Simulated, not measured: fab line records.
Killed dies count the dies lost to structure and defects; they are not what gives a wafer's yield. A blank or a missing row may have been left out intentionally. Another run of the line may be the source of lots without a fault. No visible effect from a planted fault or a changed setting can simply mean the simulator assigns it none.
The tool behind it: which one? || flow nand harc || 36 wafers from 12 lots sampled at 4 of the route's 1302 steps

WHAT THE GAUGES READ, wafer by wafer
NHARC_P_M2_THK_MEAS_24: measures by xrf.
{"lot": "L075", "measured": "day 7 02:17", "on": "film metro-01", "thk nm (nm)": "143.7 142.9 144.5"}
{"lot": "L076", "measured": "day 7 20:28", "on": "film metro-01", "thk nm (nm)": "143.3 144.0 143.5"}
{"lot": "L079", "measured": "day 8 18:18", "on": "film metro-01", "thk nm (nm)": "145.1 144.4 145.1"}
{"lot": "L081", "measured": "day 9 04:10", "on": "film metro-01", "thk nm (nm)": "145.4 145.6 143.0"}
{"lot": "L083", "measured": "day 10 01:52", "on": "film metro-01", "thk nm (nm)": "145.0 143.5 144.5"}
{"lot": "L085", "measured": "day 11 07:53", "on": "film metro-02", "thk nm (nm)": "144.8 145.0 143.2"}
{"lot": "L087", "measured": "day 12 15:32", "on": "film metro-01", "thk nm (nm)": "144.7 146.0 147.9"}
{"lot": "L088", "measured": "day 12 17:26", "on": "film metro-01", "thk nm (nm)": "142.8 143.4 142.6"}
{"lot": "L091", "measured": "day 13 15:46", "on": "film metro-02", "thk nm (nm)": "143.7 144.9 143.1"}
{"lot": "L094", "measured": "day 14 13:37", "on": "film metro-02", "thk nm (nm)": "142.3 145.7 144.1"}
{"lot": "L095", "measured": "day 15 02:11", "on": "film metro-01", "thk nm (nm)": "144.3 143.4 140.9"}
{"lot": "L097", "measured": "day 16 04:39", "on": "film metro-01", "thk nm (nm)": "145.0 143.4 143.6"}

TOOL THAT RAN EACH LOT (tool first, then ch and the chambers of the sampled wafers, then the start)
{"lot": "L075", "NHARC_P_M1_STRIP_18": "rie diel-11 ch 0,1,3, day 6 19:44", "NHARC_P_M2_ETCH_28": "rie diel-10 ch 1,2,3, day 7 02:17 or earlier", "NHARC_P_M2_PRE_CLEAN_30": "pvd sputter-03, day 7 02:17 or earlier"}
{"lot": "L076", "NHARC_P_M1_STRIP_18": "rie diel-09 ch 0,1,2, day 7 14:08", "NHARC_P_M2_ETCH_28": "rie diel-10 ch 0,2, day 7 20:28 or earlier", "NHARC_P_M2_PRE_CLEAN_30": "pvd sputter-02, day 7 20:28 or earlier"}
{"lot": "L079", "NHARC_P_M1_STRIP_18": "rie diel-11 ch 1,3, day 8 12:04", "NHARC_P_M2_ETCH_28": "rie diel-10 ch 0,3, day 8 18:18 or earlier", "NHARC_P_M2_PRE_CLEAN_30": "pvd sputter-02, day 8 18:18 or earlier"}
{"lot": "L081", "NHARC_P_M1_STRIP_18": "rie diel-09 ch 0,1,2, day 8 22:00", "NHARC_P_M2_ETCH_28": "rie diel-13 ch 0,2, day 9 04:10 or earlier", "NHARC_P_M2_PRE_CLEAN_30": "pvd sputter-01, day 9 04:10 or earlier"}
{"lot": "L083", "NHARC_P_M1_STRIP_18": "rie diel-11 ch 0,3, day 9 19:34", "NHARC_P_M2_ETCH_28": "rie diel-13 ch 0,2, day 10 01:52 or earlier", "NHARC_P_M2_PRE_CLEAN_30": "pvd sputter-02, day 10 01:52 or earlier"}
{"lot": "L085", "NHARC_P_M1_STRIP_18": "rie diel-06 ch 0,3, day 11 01:32", "NHARC_P_M2_ETCH_28": "rie diel-12 ch 0,2,3, day 11 07:53 or earlier", "NHARC_P_M2_PRE_CLEAN_30": "pvd sputter-03, day 11 07:53 or earlier"}
{"lot": "L087", "NHARC_P_M1_STRIP_18": "rie diel-06 ch 2,3, day 12 09:26", "NHARC_P_M2_ETCH_28": "rie diel-10 ch 0,3, day 12 15:32 or earlier", "NHARC_P_M2_PRE_CLEAN_30": "pvd sputter-03, day 12 15:32 or earlier"}
{"lot": "L088", "NHARC_P_M1_STRIP_18": "rie diel-11 ch 1,2, day 12 11:02", "NHARC_P_M2_ETCH_28": "rie diel-13 ch 0,3, day 12 17:26 or earlier", "NHARC_P_M2_PRE_CLEAN_30": "pvd sputter-03, day 12 17:26 or earlier"}
{"lot": "L091", "NHARC_P_M1_STRIP_18": "rie diel-11 ch 0,1,3, day 13 09:38", "NHARC_P_M2_ETCH_28": "rie diel-13 ch 0,1,3, day 13 15:46 or earlier", "NHARC_P_M2_PRE_CLEAN_30": "pvd sputter-01, day 13 15:46 or earlier"}
{"lot": "L094", "NHARC_P_M1_STRIP_18": "rie diel-06 ch 0,1,3, day 14 07:34", "NHARC_P_M2_ETCH_28": "rie diel-10 ch 0,1,2, day 14 13:37 or earlier", "NHARC_P_M2_PRE_CLEAN_30": "pvd sputter-02, day 14 13:37 or earlier"}
{"lot": "L095", "NHARC_P_M1_STRIP_18": "rie diel-09 ch 0,1,2, day 14 19:50", "NHARC_P_M2_ETCH_28": "rie diel-13 ch 1,2,3, day 15 02:11 or earlier", "NHARC_P_M2_PRE_CLEAN_30": "pvd sputter-01, day 15 02:11 or earlier"}
{"lot": "L097", "NHARC_P_M1_STRIP_18": "rie diel-11 ch 1,3, day 15 22:17", "NHARC_P_M2_ETCH_28": "rie diel-12 ch 0,3, day 16 04:39 or earlier", "NHARC_P_M2_PRE_CLEAN_30": "pvd sputter-01, day 16 04:39 or earlier"}
- NHARC_P_M1_STRIP_18: strips in N2/H2.
- NHARC_P_M2_ETCH_28: etches the open film in CF4/N2, target depth 30 nm, time 72.99 s.
- NHARC_P_M2_PRE_CLEAN_30: time 30 s.

THE ANSWER, worked out from the rows above alone
Rule: usual is defined by the lots themselves. The widest of any qualifying gaps counts: lots, ordered by their means at a reading, are off when they make up no more than a third of the lots, leave a main group of 4 or more, and stand apart from it by 3 or more times the standard deviation of that group's means. The tables above print the reading to a certain number of digits; a main group whose means all agree to those digits is not used. Also off: a lot with no number at a reading for which 4 or more lots have one. The other lots that the step has rows for count as sound.
None of the lots is off at any reading shown; this tells nothing.

WHAT THE SIMULATOR PUT IN
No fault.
